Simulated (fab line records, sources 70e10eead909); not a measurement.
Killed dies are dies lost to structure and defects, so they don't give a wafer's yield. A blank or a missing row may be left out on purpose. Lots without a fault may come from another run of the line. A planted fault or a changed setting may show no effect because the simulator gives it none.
Chamber matching | flow nand_harc | NHARC_A_STAIRCASE_CMP_152 on cmp-03: 4 sister chambers
The step polishes. 8 wafers are shown with their chamber, then 7 later ones without.

WAFERS WITH THEIR CHAMBER
wafer  | chamber | motor_current_A (A)
L076.1 | 2       | 12.3
L088.5 | 0       | 12.6
L087.5 | 2       | 11.8
L093.1 | 0       | 13.8
L093.2 | 3       | 14.8
L093.3 | 1       | 12.5
L090.2 | 3       | 15.1
L090.4 | 1       | 12.8

WAFERS WITHOUT THEIR CHAMBER
wafer  | motor_current_A (A)
L090.5 | 12.9
L091.2 | 12.9
L091.4 | 14.8
L091.6 | 11.4
L097.1 | 12.3
L097.2 | 14.3
L097.6 | 11.5

WHICH CHAMBER EACH WENT THROUGH
wafer  | from the rows above          | in truth
L090.5 | can't be placed: 1 or 0 or 2 | 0
L091.2 | can't be placed: 1 or 0 or 2 | 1
L091.4 | 3                            | 3
L091.6 | can't be placed: 2 or 1      | 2
L097.1 | can't be placed: 2 or 1 or 0 | 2
L097.2 | can't be placed: 3 or 0      | 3
L097.6 | can't be placed: 2 or 1      | 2
Placed correctly: 1 of 7. Can't be placed from these rows: 6 (the true chamber is among the candidates in 6). Placed wrongly: 0.
How it was worked out, from the rows above alone: a wafer's distance from a chamber is the root of the sum, over the readings, of the square of ((its reading less the chamber's mean) divided by the reading's scatter). The wafer belongs to the nearest chamber; if the next one is less than 2 further off, it can't be placed. A chamber's mean is the mean of its shown wafers. The scatter: the root of (the sum of the squares of (reading less its chamber's mean) over the shown wafers, divided by (wafers less chambers)).
